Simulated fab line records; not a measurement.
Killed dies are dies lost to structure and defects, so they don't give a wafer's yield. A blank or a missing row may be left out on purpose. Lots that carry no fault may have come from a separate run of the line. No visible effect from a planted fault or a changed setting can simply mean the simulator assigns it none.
Which tool did it? + flow n5-finfet + 24 lots with 72 wafers sampled at 5 steps, on a route of 1938 steps

== WHAT EACH GAUGE READ, for each wafer ==
N5_BEOL_M14_CD_MEAS_10 targets a cd of 250 nm.
| lot  | measured     | on        | cd-nm (nm)        |
|------|--------------|-----------|-------------------|
| L074 | day 11 23:32 | cd-sem-03 | 253.2 251.2 248.4 |
| L075 | day 12 03:22 | cd-sem-03 | 252.3 250.9 248.9 |
| L076 | day 12 07:49 | cd-sem-01 | 250.2 251.4 251.5 |
| L079 | day 12 11:12 | cd-sem-01 | 249.4 247.6 250.3 |
| L077 | day 12 13:00 | cd-sem-01 | 247.0 251.0 250.4 |
| L078 | day 12 16:32 | cd-sem-02 | 252.5 250.9 251.2 |
| L080 | day 13 07:09 | cd-sem-02 | 252.1 250.5 247.2 |
| L081 | day 13 07:53 | cd-sem-01 | 249.0 252.6 251.2 |
| L082 | day 13 13:22 | cd-sem-02 | 250.5 253.8 255.0 |
| L083 | day 13 22:21 | cd-sem-01 | 251.0 255.2 251.5 |
| L085 | day 14 05:07 | cd-sem-03 | 249.6 249.3 245.7 |
| L088 | day 14 15:05 | cd-sem-02 | 245.4 245.8 247.2 |
| L084 | day 14 16:26 | cd-sem-02 | 249.6 249.3 250.5 |
| L086 | day 14 19:59 | cd-sem-01 | 254.5 254.8 253.3 |
| L089 | day 15 10:57 | cd-sem-03 | 252.1 251.3 246.9 |
| L087 | day 15 11:05 | cd-sem-02 | 247.0 245.2 248.9 |
| L090 | day 15 14:35 | cd-sem-01 | 253.6 248.9 251.1 |
| L091 | day 16 02:31 | cd-sem-02 | 247.7 250.9 250.0 |
| L092 | day 16 08:06 | cd-sem-03 | 246.4 251.5 249.8 |
| L094 | day 16 12:55 | cd-sem-03 | 245.6 246.6 248.1 |
| L093 | day 16 15:48 | cd-sem-01 | 246.5 246.9 248.6 |
| L096 | day 16 15:58 | cd-sem-03 | 254.3 253.0 248.0 |
| L095 | day 17 08:44 | cd-sem-03 | 248.2 254.2 252.1 |
| L097 | day 17 18:40 | cd-sem-01 | 248.0 248.8 246.6 |

N5_BEOL_M14_OCD_MEAS_35.
| lot  | measured     | on     | trench-depth-nm (nm) |
|------|--------------|--------|----------------------|
| L074 | day 12 01:11 | ocd-02 | 549 556 552          |
| L075 | day 12 04:56 | ocd-01 | 554 588 562          |
| L076 | day 12 10:17 | ocd-01 | 554 556 593          |
| L079 | day 12 12:54 | ocd-02 | 582 551 554          |
| L077 | day 12 14:33 | ocd-02 | 542 549 553          |
| L078 | day 12 18:13 | ocd-01 | 590 556 561          |
| L080 | day 13 09:01 | ocd-01 | 563 547 559          |
| L081 | day 13 10:43 | ocd-02 | 552 565 547          |
| L082 | day 13 15:31 | ocd-02 | 563 541 556          |
| L083 | day 14 00:20 | ocd-01 | 564 553 563          |
| L085 | day 14 07:00 | ocd-01 | 563 552 571          |
| L088 | day 14 16:46 | ocd-02 | 568 562 565          |
| L084 | day 14 18:22 | ocd-01 | 565 569 546          |
| L086 | day 14 21:32 | ocd-01 | 550 531 582          |
| L089 | day 15 12:30 | ocd-02 | 584 547 539          |
| L087 | day 15 13:02 | ocd-01 | 554 557 559          |
| L090 | day 15 16:13 | ocd-02 | 536 563 553          |
| L091 | day 16 04:04 | ocd-02 | 558 542 564          |
| L092 | day 16 09:46 | ocd-01 | 535 553 534          |
| L094 | day 16 14:39 | ocd-02 | 558 560 541          |
| L093 | day 16 17:28 | ocd-02 | 550 565 552          |
| L096 | day 16 18:16 | ocd-01 | 550 562 546          |
| L095 | day 17 11:13 | ocd-02 | 567 571 573          |
| L097 | day 17 20:26 | ocd-02 | 571 571 568          |

== EACH LOT AND THE TOOL THAT RAN IT (in order: tool; ch and the chambers of the sampled wafers; start) ==
| lot  | N5_BEOL_M13_VIA_ETCH_16            | N5_BEOL_M13_ETCH_38                | N5_BEOL_M14_DESCUM_15              |
|------|------------------------------------|------------------------------------|------------------------------------|
| L074 | rie-diel-01 ch 1,2,3, day 11 18:42 | rie-diel-03 ch 0,2,3, day 11 20:29 | rie-diel-05 ch 0,1,2, day 11 23:43 |
| L075 | rie-diel-03 ch 0,3, day 11 22:01   | rie-diel-01 ch 0,1, day 11 23:41   | rie-diel-04 ch 1,2,3, day 12 03:27 |
| L076 | rie-diel-02 ch 0,1, day 12 01:43   | rie-diel-02 ch 0,1,2, day 12 04:52 | rie-diel-06 ch 2,3, day 12 08:15   |
| L079 | rie-diel-03 ch 0,1,2, day 12 06:18 | rie-diel-01 ch 0,2,3, day 12 08:27 | rie-diel-06 ch 1,2,3, day 12 11:17 |
| L077 | rie-diel-03 ch 1,2,3, day 12 07:58 | rie-diel-03 ch 0,2,3, day 12 09:37 | rie-diel-05 ch 0,2, day 12 13:05   |
| L078 | rie-diel-01 ch 0,3, day 12 11:41   | rie-diel-02 ch 0,1,2, day 12 14:14 | rie-diel-05 ch 1,3, day 12 16:38   |
| L080 | rie-diel-03 ch 1,2,3, day 13 02:40 | rie-diel-03 ch 0,3, day 13 04:44   | rie-diel-05 ch 0,2,3, day 13 07:14 |
| L081 | rie-diel-02 ch 0,1, day 13 02:54   | rie-diel-01 ch 0,1,3, day 13 05:17 | rie-diel-04 ch 2,3, day 13 08:23   |
| L082 | rie-diel-02 ch 0,1,2, day 13 07:50 | rie-diel-03 ch 0,1, day 13 11:08   | rie-diel-04 ch 1,2,3, day 13 13:40 |
| L083 | rie-diel-01 ch 0,2,3, day 13 18:06 | rie-diel-02 ch 0,2,3, day 13 19:57 | rie-diel-05 ch 0,2, day 13 22:26   |
| L085 | rie-diel-01 ch 0,1,3, day 13 23:58 | rie-diel-03 ch 0,1,3, day 14 02:22 | rie-diel-05 ch 0,1,2, day 14 05:13 |
| L088 | rie-diel-02 ch 0,1, day 14 09:56   | rie-diel-03 ch 1,3, day 14 12:32   | rie-diel-06 ch 0,2, day 14 15:11   |
| L084 | rie-diel-01 ch 0,1,2, day 14 10:11 | rie-diel-01 ch 1,2,3, day 14 13:31 | rie-diel-05 ch 0,1,3, day 14 16:43 |
| L086 | rie-diel-03 ch 0,1,3, day 14 11:00 | rie-diel-03 ch 0,2,3, day 14 17:39 | rie-diel-05 ch 0,3, day 14 20:04   |
| L089 | rie-diel-02 ch 1,2,3, day 15 06:52 | rie-diel-02 ch 1,2,3, day 15 08:57 | rie-diel-06 ch 1,2, day 15 11:02   |
| L087 | rie-diel-01 ch 1,2,3, day 15 07:08 | rie-diel-03 ch 1,2,3, day 15 08:57 | rie-diel-05 ch 1,2, day 15 11:11   |
| L090 | rie-diel-02 ch 1,2,3, day 15 07:52 | rie-diel-03 ch 0,1,3, day 15 11:55 | rie-diel-06 ch 1,2,3, day 15 14:41 |
| L091 | rie-diel-01 ch 0,2, day 15 19:20   | rie-diel-03 ch 1,3, day 16 00:17   | rie-diel-06 ch 1,2,3, day 16 02:36 |
| L092 | rie-diel-03 ch 1,2,3, day 16 01:38 | rie-diel-03 ch 1,2,3, day 16 05:33 | rie-diel-04 ch 1,2, day 16 08:11   |
| L094 | rie-diel-01 ch 0,1,3, day 16 07:35 | rie-diel-01 ch 0,3, day 16 10:38   | rie-diel-05 ch 1,2, day 16 13:00   |
| L093 | rie-diel-03 ch 1,2, day 16 09:04   | rie-diel-02 ch 1,2,3, day 16 13:23 | rie-diel-05 ch 0,1,2, day 16 15:53 |
| L096 | rie-diel-01 ch 0,1,3, day 16 11:16 | rie-diel-02 ch 1,3, day 16 13:30   | rie-diel-04 ch 0,1, day 16 16:09   |
| L095 | rie-diel-01 ch 0,1, day 17 04:17   | rie-diel-01 ch 0,1, day 17 06:36   | rie-diel-05 ch 0,2,3, day 17 09:10 |
| L097 | rie-diel-02 ch 0,1,3, day 17 13:39 | rie-diel-02 ch 0,1, day 17 16:05   | rie-diel-06 ch 0,2,3, day 17 18:46 |
- N5_BEOL_M13_VIA_ETCH_16: etches SiOC in C4F8/O2/Ar, target depth 921.7 nm.
- N5_BEOL_M13_ETCH_38: etches SiCN in CF4/N2, target depth 67.5 nm, time 71.9 s.
- N5_BEOL_M14_DESCUM_15: chemistry O2, time 7.9 s.

== AS READ BY THE TOOLS THEMSELVES (means over the sampled wafers that have a number; for cases with no such wafer, the mark the record gives instead) ==
N5_BEOL_M13_VIA_ETCH_16.
| lot  | tool        | drypump-motor-current-A (A) | he-inner-torr (Torr) | oes-product-au (a.u.) | rf-vpp-V (V) | showerhead-plenum-p-Torr (Torr) | throttle-valve-pct (%) |
|------|-------------|-----------------------------|----------------------|-----------------------|--------------|---------------------------------|------------------------|
| L074 | rie-diel-01 | 5.8                         | 14.97                | 0.65                  | 664          | 3.33                            | 24.25                  |
| L075 | rie-diel-03 | 5.3                         | 15.00                | 0.65                  | 666          | 3.42                            | 24.41                  |
| L076 | rie-diel-02 | 5.6                         | 14.98                | 0.78                  | 666          | 3.43                            | 24.18                  |
| L079 | rie-diel-03 | 5.5                         | 14.98                | 0.80                  | 665          | 3.38                            | 24.33                  |
| L077 | rie-diel-03 | 5.4                         | 14.99                | 0.79                  | 663          | 3.31                            | 24.32                  |
| L078 | rie-diel-01 | 6.3                         | 15.00                | 0.63                  | 662          | 3.32                            | 24.18                  |
| L080 | rie-diel-03 | 5.4                         | 14.98                | 0.78                  | 663          | 3.31                            | 24.32                  |
| L081 | rie-diel-02 | 5.6                         | 14.97                | 0.76                  | 665          | 3.43                            | 24.19                  |
| L082 | rie-diel-02 | 5.7                         | 15.01                | 0.71                  | 665          | 3.40                            | 24.30                  |
| L083 | rie-diel-01 | 6.2                         | 15.00                | 0.63                  | 665          | 3.36                            | 24.15                  |
| L085 | rie-diel-01 | 5.9                         | 14.99                | 0.63                  | 663          | 3.28                            | 24.33                  |
| L088 | rie-diel-02 | 5.6                         | 14.99                | 0.70                  | 663          | 3.35                            | 24.38                  |
| L084 | rie-diel-01 | 5.9                         | 15.03                | 0.64                  | 664          | 3.36                            | 24.01                  |
| L086 | rie-diel-03 | 5.2                         | 15.01                | 0.71                  | 664          | 3.37                            | 24.43                  |
| L089 | rie-diel-02 | 5.6                         | 15.00                | 0.67                  | 663          | 3.37                            | 24.34                  |
| L087 | rie-diel-01 | 5.8                         | 14.99                | 0.63                  | 663          | 3.32                            | 24.29                  |
| L090 | rie-diel-02 | 5.6                         | 14.99                | 0.67                  | 665          | 3.37                            | 24.35                  |
| L091 | rie-diel-01 | 6.3                         | 14.97                | 0.63                  | 665          | 3.40                            | 23.89                  |
| L092 | rie-diel-03 | 5.4                         | 15.01                | 0.75                  | 662          | 3.30                            | 24.35                  |
| L094 | rie-diel-01 | 5.9                         | 15.01                | 0.71                  | 665          | 3.40                            | 24.24                  |
| L093 | rie-diel-03 | 5.3                         | 14.97                | 0.80                  | 663          | 3.33                            | 24.35                  |
| L096 | rie-diel-01 | 5.9                         | 15.00                | 0.71                  | 665          | 3.40                            | 24.24                  |
| L095 | rie-diel-01 | 5.7                         | 15.00                | 0.63                  | 661          | 3.26                            | 24.21                  |
| L097 | rie-diel-02 | 5.5                         | 15.03                | 0.70                  | 665          | 3.40                            | 24.26                  |

N5_BEOL_M13_ETCH_38.
| lot  | tool        | drypump-motor-current-A (A) | oes-product-au (a.u.) | rf-vpp-V (V) | showerhead-plenum-p-Torr (Torr) | throttle-valve-pct (%) |
|------|-------------|-----------------------------|-----------------------|--------------|---------------------------------|------------------------|
| L074 | rie-diel-03 | 5.5                         | 0.79                  | 381.0        | 2.18                            | 15.68                  |
| L075 | rie-diel-01 | 5.7                         | 0.73                  | 379.9        | 2.12                            | 15.49                  |
| L076 | rie-diel-02 | 5.7                         | 0.79                  | 382.1        | 2.19                            | 15.48                  |
| L079 | rie-diel-01 | 6.2                         | 0.72                  | 382.0        | 2.18                            | 15.52                  |
| L077 | rie-diel-03 | 5.5                         | 0.78                  | 380.9        | 2.18                            | 15.69                  |
| L078 | rie-diel-02 | 5.7                         | 0.79                  | 382.5        | 2.19                            | 15.48                  |
| L080 | rie-diel-03 | 5.3                         | 0.71                  | 383.8        | 2.22                            | 15.84                  |
| L081 | rie-diel-01 | 5.9                         | 0.72                  | 379.3        | 2.12                            | 15.64                  |
| L082 | rie-diel-03 | 5.3                         | 0.79                  | 382.9        | 2.24                            | 15.77                  |
| L083 | rie-diel-02 | 5.6                         | 0.79                  | 382.3        | 2.23                            | 15.38                  |
| L085 | rie-diel-03 | 5.2                         | 0.78                  | 382.4        | 2.19                            | 15.71                  |
| L088 | rie-diel-03 | 5.2                         | 0.78                  | 380.2        | 2.13                            | 15.64                  |
| L084 | rie-diel-01 | 5.8                         | 0.71                  | 380.9        | 2.15                            | 15.66                  |
| L086 | rie-diel-03 | 5.5                         | 0.78                  | 382.0        | 2.17                            | 15.72                  |
| L089 | rie-diel-02 | 5.6                         | 0.74                  | 381.6        | 2.17                            | 15.59                  |
| L087 | rie-diel-03 | 5.4                         | 0.84                  | 380.9        | 2.14                            | 15.59                  |
| L090 | rie-diel-03 | 5.2                         | 0.76                  | 381.6        | 2.18                            | 15.74                  |
| L091 | rie-diel-03 | 5.2                         | 0.76                  | 379.3        | 2.12                            | 15.67                  |
| L092 | rie-diel-03 | 5.4                         | 0.82                  | 380.4        | 2.13                            | 15.61                  |
| L094 | rie-diel-01 | 6.2                         | 0.89                  | 385.5        | 2.28                            | 15.47                  |
| L093 | rie-diel-02 | 5.6                         | 0.73                  | 381.3        | 2.17                            | 15.62                  |
| L096 | rie-diel-02 | 5.5                         | 0.75                  | 380.3        | 2.14                            | 15.66                  |
| L095 | rie-diel-01 | 6.0                         | 0.70                  | 380.8        | 2.13                            | 15.47                  |
| L097 | rie-diel-02 | 5.6                         | 0.75                  | 381.1        | 2.14                            | 15.58                  |

N5_BEOL_M14_DESCUM_15.
| lot  | tool        | drypump-motor-current-A (A) | oes-product-au (a.u.) | rf-vpp-V (V) | showerhead-plenum-p-Torr (Torr) | throttle-valve-pct (%) |
|------|-------------|-----------------------------|-----------------------|--------------|---------------------------------|------------------------|
| L074 | rie-diel-05 | 5.8                         | 0.78                  | 243.7        | 2.14                            | 20.4                   |
| L075 | rie-diel-04 | 6.1                         | 0.85                  | 244.7        | 2.15                            | 20.3                   |
| L076 | rie-diel-06 | 5.3                         | 0.79                  | 244.0        | 2.10                            | 20.2                   |
| L079 | rie-diel-06 | 5.8                         | 0.82                  | 243.9        | 2.12                            | 20.2                   |
| L077 | rie-diel-05 | 5.7                         | 0.80                  | 243.4        | 2.08                            | 20.1                   |
| L078 | rie-diel-05 | 5.8                         | 0.70                  | 244.3        | 2.18                            | 20.8                   |
| L080 | rie-diel-05 | 5.8                         | 0.76                  | 244.3        | 2.12                            | 20.1                   |
| L081 | rie-diel-04 | 6.3                         | 0.79                  | 244.0        | 2.15                            | 20.4                   |
| L082 | rie-diel-04 | 6.1                         | 0.83                  | 243.8        | 2.15                            | 20.3                   |
| L083 | rie-diel-05 | 5.9                         | 0.81                  | 243.9        | 2.14                            | 20.2                   |
| L085 | rie-diel-05 | 5.8                         | 0.77                  | 243.3        | 2.13                            | 20.5                   |
| L088 | rie-diel-06 | 6.2                         | 0.75                  | 243.5        | 2.12                            | 20.5                   |
| L084 | rie-diel-05 | 5.9                         | 0.82                  | 244.6        | 2.18                            | 20.4                   |
| L086 | rie-diel-05 | 6.1                         | 0.84                  | 244.8        | 2.19                            | 20.1                   |
| L089 | rie-diel-06 | 6.1                         | 0.83                  | 243.2        | 2.07                            | 20.2                   |
| L087 | rie-diel-05 | 5.7                         | 0.73                  | 243.9        | 2.12                            | 20.8                   |
| L090 | rie-diel-06 | 5.8                         | 0.78                  | 244.0        | 2.11                            | 20.2                   |
| L091 | rie-diel-06 | 5.8                         | 0.77                  | 243.4        | 2.11                            | 20.2                   |
| L092 | rie-diel-04 | 6.0                         | 0.85                  | 243.4        | 2.14                            | 20.2                   |
| L094 | rie-diel-05 | 5.7                         | 0.72                  | 243.0        | 2.12                            | 20.8                   |
| L093 | rie-diel-05 | 5.8                         | 0.75                  | 244.5        | 2.13                            | 20.5                   |
| L096 | rie-diel-04 | 5.5                         | 0.85                  | 244.0        | 2.09                            | 20.3                   |
| L095 | rie-diel-05 | 5.8                         | 0.81                  | 244.2        | 2.11                            | 20.1                   |
| L097 | rie-diel-06 | 5.7                         | 0.91                  | 244.6        | 2.10                            | 20.2                   |

== THE ANSWER, worked out from the rows above alone ==
Rule: the usual values come from the lots themselves. The widest of any qualifying gaps counts: lots, ordered by their means at a reading, are off when they make up no more than a third of the lots, leave a main group of 4 or more, and stand apart from it by 3 or more times the standard deviation of that group's means. Not used: any main group whose means are identical at the precision the tables above print for the reading. Also off: a lot with no number at a reading for which 4 or more lots have one. The other lots that the step has rows for count as sound. After the gauges, taken in route order, come the tools' own readings; for these a lot's mean is taken, as printed above. The first step at which some lot is off is used, and at that step the reading that is off furthest; a lot without a number counts as furthest.
Nothing can be told from this: no lot is off at any reading shown.

== WHAT THE SIMULATOR HAD PUT IN ==
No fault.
